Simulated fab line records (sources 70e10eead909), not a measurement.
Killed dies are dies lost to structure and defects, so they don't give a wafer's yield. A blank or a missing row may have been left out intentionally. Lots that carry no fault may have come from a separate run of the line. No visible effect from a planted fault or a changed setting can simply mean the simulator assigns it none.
Which of the tools did it? ; flow nand harc ; Sampling: 24 lots, 72 wafers, 6 of 1302 route steps

WHAT THE GAUGES READ, wafer by wafer
NHARC_A_CONTACT_INSPECT_23. Usual: raw defect count 515, standard deviation 100.
lot;measured;on;raw defect count;flag
L074;day 22 04:25;defect inspect-02;594 608 746;
L075;day 22 20:31;defect inspect-01;523 627 582;
L076;day 23 02:26;defect inspect-02;543 709 752;
L078;day 23 08:43;defect inspect-01;551 796 474;
L077;day 24 02:55;defect inspect-01;542 468 532;
L080;day 24 19:50;defect inspect-02;433 426 399;
L079;day 25 03:51;defect inspect-01;467 474 409;
L081;day 25 07:44;defect inspect-02;496 617 404;
L082;day 25 19:11;defect inspect-01;565 644 623;
L084;day 26 09:59;defect inspect-01;552 555 614;
L083;day 26 17:29;defect inspect-02;470 625 474;
L086;day 26 21:46;defect inspect-02;418 506 592;
L085;day 26 22:53;defect inspect-02;436 490 486;
L088;day 28 05:56;defect inspect-01;492 468 543;
L089;day 28 07:39;defect inspect-02;567 413 548;
L087;day 28 13:31;defect inspect-01;377 523 434;
L090;day 28 19:58;defect inspect-01;365 448 483;
L091;day 28 19:37;defect inspect-02;598 580 468;
L093;day 30 14:11;defect inspect-02;460 460 454;
L092;day 30 16:17;defect inspect-01;518 400 324;
L094;day 30 22:46;defect inspect-02;370 530 646;
L095;day 31 07:05;defect inspect-02;404 500 488;
L096;day 31 14:49;defect inspect-02;431 561 566;
L097;day 32 00:38;defect inspect-01;422 542 450;

WHAT TOOL EACH LOT RAN ON (gives the tool, then ch and the chambers of the sampled wafers, and finally the start)
lot;NHARC_A_CONTACT_ETCH_78;NHARC_A_CONTACT_ETCH_125;NHARC_A_CONTACT_DEP_84;NHARC_A_CONTACT_DEP_85;NHARC_A_CONTACT_ETCH_92
L074;rie diel-12 ch 0,1,3, day 21 13:29 or earlier;har cap etch-03 ch 0,1, day 21 13:29;acl dep-02 ch 0, day 21 20:01;pecvd-03 ch 0,1, day 21 21:46;rie diel-10 ch 0,3, day 22 01:45
L075;rie diel-10 ch 1,2, day 22 08:52 or earlier;har cap etch-03 ch 0,1, day 22 08:52;acl dep-02 ch 0, day 22 12:14;pecvd-01 ch 0,1,2, day 22 13:59;rie diel-12 ch 0,2, day 22 17:53
L076;rie diel-12 ch 0,3, day 22 14:01 or earlier;har cap etch-01 ch 0,1, day 22 14:01;acl dep-03 ch 0, day 22 17:40;pecvd-01 ch 0,1, day 22 19:23;rie diel-12 ch 0,3, day 22 23:19
L078;rie diel-12 ch 0,1,2, day 22 20:22 or earlier;har cap etch-02 ch 0,1, day 22 20:22;acl dep-01 ch 0, day 23 00:27;pecvd-02 ch 1,2, day 23 02:12;rie diel-12 ch 0,2,3, day 23 06:05
L077;rie diel-12 ch 2,3, day 23 14:29 or earlier;har cap etch-01 ch 0,1, day 23 14:29;acl dep-02 ch 0, day 23 18:11;pecvd-01 ch 0,1, day 23 19:56;rie diel-12 ch 0,1,2, day 23 23:51
L080;rie diel-12 ch 0,1,2, day 24 05:16 or earlier;har cap etch-02 ch 1, day 24 05:16;acl dep-03 ch 0, day 24 11:44;pecvd-02 ch 0,1, day 24 13:12;rie diel-10 ch 1,2, day 24 17:11
L079;rie diel-05 ch 1,2,3, day 24 16:11 or earlier;har cap etch-01 ch 0,1, day 24 16:11;acl dep-02 ch 0, day 24 19:50;pecvd-03 ch 0,1, day 24 21:19;rie diel-12 ch 0,1,2, day 25 01:13
L081;rie diel-05 ch 0,1,2, day 24 19:25 or earlier;har cap etch-02 ch 0,1, day 24 19:25;acl dep-02 ch 0, day 24 23:47;pecvd-03 ch 0,2, day 25 01:00;rie diel-12 ch 0,3, day 25 04:56
L082;rie diel-05 ch 0,3, day 25 05:43 or earlier;har cap etch-03 ch 0,1, day 25 05:43;acl dep-01 ch 0, day 25 11:13;pecvd-03 ch 1,2, day 25 12:40;rie diel-12 ch 0,3, day 25 16:33
L084;rie diel-12 ch 0,2,3, day 25 19:07 or earlier;har cap etch-01 ch 0,1, day 25 19:07;acl dep-03 ch 0, day 26 01:49;pecvd-03 ch 0,2, day 26 03:38;rie diel-12 ch 0,2,3, day 26 07:22
L083;rie diel-05 ch 0,2,3, day 26 05:50 or earlier;har cap etch-02 ch 0,1, day 26 05:50;acl dep-01 ch 0, day 26 09:13;pecvd-02 ch 0,2, day 26 11:02;rie diel-12 ch 0,1, day 26 14:50
L086;rie diel-10 ch 0,2,3, day 26 09:46 or earlier;har cap etch-03 ch 0,1, day 26 09:46;acl dep-01 ch 0, day 26 13:34;pecvd-03 ch 1,2, day 26 15:17;rie diel-12 ch 1,2,3, day 26 19:08
L085;rie diel-05 ch 0,3, day 26 11:10 or earlier;har cap etch-01 ch 1, day 26 11:10;acl dep-03 ch 0, day 26 14:52;pecvd-01 ch 0,1,2, day 26 16:20;rie diel-12 ch 1,3, day 26 20:14
L088;rie diel-10 ch 1,3, day 27 13:22 or earlier;har cap etch-02 ch 0,1, day 27 13:22;acl dep-01 ch 0, day 27 21:38;pecvd-01 ch 0,1,2, day 27 23:25;rie diel-12 ch 0,3, day 28 03:16
L089;rie diel-05 ch 1,2,3, day 27 15:04 or earlier;har cap etch-03 ch 0,1, day 27 15:04;acl dep-01 ch 0, day 27 23:22;pecvd-03 ch 0,1, day 28 01:07;rie diel-12 ch 0,1,3, day 28 05:01
L087;rie diel-05 ch 1,2,3, day 27 20:54 or earlier;har cap etch-03 ch 0,1, day 27 20:54;acl dep-02 ch 0, day 28 05:21;pecvd-03 ch 0,1,2, day 28 06:33;rie diel-12 ch 1,2,3, day 28 10:52
L090;rie diel-12 ch 0,2, day 28 07:22 or earlier;har cap etch-03 ch 0,1, day 28 07:22;acl dep-01 ch 0, day 28 10:46;pecvd-01 ch 1,2, day 28 12:47;rie diel-12 ch 0,2, day 28 17:16
L091;rie diel-10 ch 1,2,3, day 28 07:51 or earlier;har cap etch-01 ch 0,1, day 28 07:51;acl dep-03 ch 0, day 28 11:11;pecvd-02 ch 1,2, day 28 13:01;rie diel-12 ch 1,2,3, day 28 16:57
L093;rie diel-12 ch 0,1,2, day 30 01:10 or earlier;har cap etch-01 ch 0,1, day 30 01:10;acl dep-03 ch 0, day 30 05:48;pecvd-03 ch 1,2, day 30 07:18;rie diel-05 ch 0,2,3, day 30 11:31
L092;rie diel-05 ch 0,1,2, day 30 01:47 or earlier;har cap etch-03 ch 0,1, day 30 01:47;acl dep-02 ch 0, day 30 07:40;pecvd-01 ch 0,1, day 30 09:28;rie diel-12 ch 0,1,2, day 30 13:33
L094;rie diel-10 ch 0,2,3, day 30 07:54 or earlier;har cap etch-02 ch 0,1, day 30 07:54;acl dep-01 ch 0, day 30 14:56;pecvd-01 ch 0,1,2, day 30 16:09;rie diel-12 ch 0,2,3, day 30 20:04
L095;rie diel-12 ch 0,1,2, day 30 17:03 or earlier;har cap etch-03 ch 1, day 30 17:03;acl dep-03 ch 0, day 30 23:06;pecvd-01 ch 0,1, day 31 00:37;rie diel-12 ch 0,1,3, day 31 04:28
L096;rie diel-12 ch 0,1,3, day 31 01:33 or earlier;har cap etch-02 ch 0,1, day 31 01:33;acl dep-02 ch 0, day 31 06:34;pecvd-02 ch 1,2, day 31 07:47;rie diel-05 ch 1,2,3, day 31 12:09
L097;rie diel-12 ch 1,2, day 31 11:39 or earlier;har cap etch-01 ch 0,1, day 31 11:39;acl dep-03 ch 0, day 31 16:20;pecvd-02 ch 1,2, day 31 18:08;rie diel-12 ch 1,3, day 31 21:59
- NHARC_A_CONTACT_ETCH_78: etches the open film in O2/COS, target depth 5300 nm, time 1378 s.
- NHARC_A_CONTACT_ETCH_125: etches the open film in C4F8/O2/Ar, time 197 s, target depth 1918 nm.
- NHARC_A_CONTACT_DEP_84: deposits aC, target thk 2800 nm.
- NHARC_A_CONTACT_DEP_85: deposits SiON, target thk 60 nm.
- NHARC_A_CONTACT_ETCH_92: etches the open film in CH3F/O2, target depth 40 nm, time 85.7 s.

WHAT THE TOOLS THEMSELVES READ (means of the sampled wafers that have a number; where no wafer has one, the mark that the record gives instead)
NHARC_A_CONTACT_ETCH_78. Usual: bias w 300.0 W, standard deviation 0.88; drypump motor current A 5.69 A, standard deviation 0.3; oes product au 0.999 a.u., standard deviation 0.015; rf vpp V 314.7 V, standard deviation 2.6; showerhead plenum p Torr 3.15 Torr, standard deviation 0.18; throttle valve pct 28.329 %, standard deviation 0.0091.
lot;tool;bias w (W);drypump motor current A (A);oes product au (a.u.);rf vpp V (V);showerhead plenum p Torr (Torr);throttle valve pct (%);flag
L074;rie diel-12;300.0;5.69;1.005;315.8;3.18;28.329;
L075;rie diel-10;300.2;5.43;1.009;312.6;3.00;28.332;
L076;rie diel-12;300.5;5.53;1.010;317.5;3.33;28.328;
L078;rie diel-12;300.7;5.86;0.999;313.1;3.06;28.325;
L077;rie diel-12;300.5;5.61;1.013;313.8;3.14;28.331;
L080;rie diel-12;300.3;5.83;0.993;314.2;3.06;28.330;
L079;rie diel-05;300.3;5.44;0.996;314.1;3.12;28.333;
L081;rie diel-05;299.3;5.50;1.012;314.3;3.07;28.320;
L082;rie diel-05;299.5;5.73;0.998;315.2;3.21;28.324;
L084;rie diel-12;299.9;5.64;1.008;314.5;3.17;28.331;
L083;rie diel-05;300.4;5.66;1.004;314.8;3.16;28.326;
L086;rie diel-10;299.4;5.93;0.992;316.3;3.27;28.334;
L085;rie diel-05;299.8;5.71;0.985;316.6;3.25;28.336;
L088;rie diel-10;299.3;5.49;0.994;315.0;3.15;28.329;
L089;rie diel-05;299.7;5.45;0.994;314.0;3.11;28.332;
L087;rie diel-05;299.8;5.44;0.998;314.6;3.11;28.327;
L090;rie diel-12;299.6;5.82;0.988;313.0;3.05;28.334;
L091;rie diel-10;300.3;5.62;0.999;315.3;3.21;28.329;
L093;rie diel-12;301.2;5.84;0.998;315.1;3.21;28.333;
L092;rie diel-05;299.7;5.49;1.007;313.0;3.05;28.329;
L094;rie diel-10;299.5;5.94;0.990;316.5;3.25;28.331;
L095;rie diel-12;299.5;5.85;0.996;314.6;3.21;28.338;
L096;rie diel-12;299.9;5.70;1.003;316.6;3.32;28.324;
L097;rie diel-12;299.4;6.01;0.985;316.2;3.20;28.329;

NHARC_A_CONTACT_DEP_84. Usual: throttle valve pct 35.000 %, standard deviation 0.0091.
lot;tool;throttle valve pct (%);flag
L074;acl dep-02;35.011;
L075;acl dep-02;35.005;
L076;acl dep-03;35.000;
L078;acl dep-01;34.996;
L077;acl dep-02;35.000;
L080;acl dep-03;35.004;
L079;acl dep-02;35.002;
L081;acl dep-02;35.005;
L082;acl dep-01;35.006;
L084;acl dep-03;35.003;
L083;acl dep-01;35.001;
L086;acl dep-01;35.002;
L085;acl dep-03;34.999;
L088;acl dep-01;35.011;
L089;acl dep-01;35.010;
L087;acl dep-02;35.003;
L090;acl dep-01;35.002;
L091;acl dep-03;34.989;
L093;acl dep-03;34.992;
L092;acl dep-02;35.005;
L094;acl dep-01;35.001;
L095;acl dep-03;34.992;
L096;acl dep-02;35.000;
L097;acl dep-03;35.000;

NHARC_A_CONTACT_DEP_85. Usual: heater power w 721 W, standard deviation 89.
lot;tool;heater power w (W);flag
L074;pecvd-03;705;
L075;pecvd-01;652;
L076;pecvd-01;665;
L078;pecvd-02;760;
L077;pecvd-01;712;
L080;pecvd-02;749;
L079;pecvd-03;781;
L081;pecvd-03;861;
L082;pecvd-03;716;
L084;pecvd-03;841;
L083;pecvd-02;656;
L086;pecvd-03;769;
L085;pecvd-01;695;
L088;pecvd-01;677;
L089;pecvd-03;825;
L087;pecvd-03;735;
L090;pecvd-01;669;
L091;pecvd-02;628;
L093;pecvd-03;669;
L092;pecvd-01;695;
L094;pecvd-01;711;
L095;pecvd-01;687;
L096;pecvd-02;713;
L097;pecvd-02;744;

NHARC_A_CONTACT_ETCH_92. Usual: bias w 100.02 W, standard deviation 0.29; drypump motor current A 5.72 A, standard deviation 0.26; oes product au 0.938 a.u., standard deviation 0.027; rf vpp V 244.4 V, standard deviation 2.5; showerhead plenum p Torr 2.47 Torr, standard deviation 0.16; throttle valve pct 20.663 %, standard deviation 0.0085.
lot;tool;bias w (W);drypump motor current A (A);oes product au (a.u.);rf vpp V (V);showerhead plenum p Torr (Torr);throttle valve pct (%);flag
L074;rie diel-10;99.83;6.11;0.955;243.7;2.39;20.657;
L075;rie diel-12;100.28;5.67;0.920;246.2;2.54;20.670;
L076;rie diel-12;100.04;5.48;0.946;245.7;2.60;20.666;
L078;rie diel-12;100.01;5.63;0.942;245.3;2.50;20.658;
L077;rie diel-12;100.06;5.82;0.935;243.8;2.41;20.664;
L080;rie diel-10;99.80;5.43;0.927;243.1;2.35;20.659;
L079;rie diel-12;100.08;5.82;0.920;243.7;2.40;20.667;
L081;rie diel-12;100.19;5.48;0.944;245.5;2.60;20.666;
L082;rie diel-12;100.00;5.52;0.944;246.5;2.62;20.666;
L084;rie diel-12;100.12;5.63;0.940;245.0;2.50;20.663;
L083;rie diel-12;99.89;5.70;0.920;244.9;2.52;20.658;
L086;rie diel-12;99.91;5.81;0.937;242.4;2.37;20.654;
L085;rie diel-12;100.19;5.66;0.933;244.1;2.47;20.662;
L088;rie diel-12;99.90;5.51;0.930;246.6;2.62;20.662;
L089;rie diel-12;99.76;5.68;0.994;246.5;2.63;20.663;
L087;rie diel-12;99.99;5.80;0.914;245.3;2.50;20.659;
L090;rie diel-12;99.76;5.78;0.905;242.6;2.40;20.663;
L091;rie diel-12;100.01;5.81;0.992;245.2;2.50;20.663;
L093;rie diel-05;100.26;5.67;0.924;244.1;2.48;20.662;
L092;rie diel-12;99.89;5.81;0.915;245.1;2.53;20.663;
L094;rie diel-12;100.23;5.63;0.921;245.1;2.49;20.660;
L095;rie diel-12;99.89;5.68;0.997;247.4;2.62;20.670;
L096;rie diel-05;99.80;5.44;0.927;243.9;2.44;20.660;
L097;rie diel-12;100.42;5.62;0.935;245.3;2.59;20.662;

THE ANSWER, worked out from the rows above alone
Rule: a lot counts as off when the mean over its wafers that have a number is more than 3 standard deviations away from the usual mean. Also off: a lot with no number at a reading for which 4 or more lots have one. All remaining lots with rows at the step are treated as sound. Order of review: gauges by route order, followed by the tools' own readings, for which a lot's mean as printed above is used. The first step at which some lot is off is used, and at that step the reading that is off furthest; a lot without a number counts as furthest.
None of the lots is off at any reading shown; this tells nothing.

WHAT WAS PUT IN BY THE SIMULATOR
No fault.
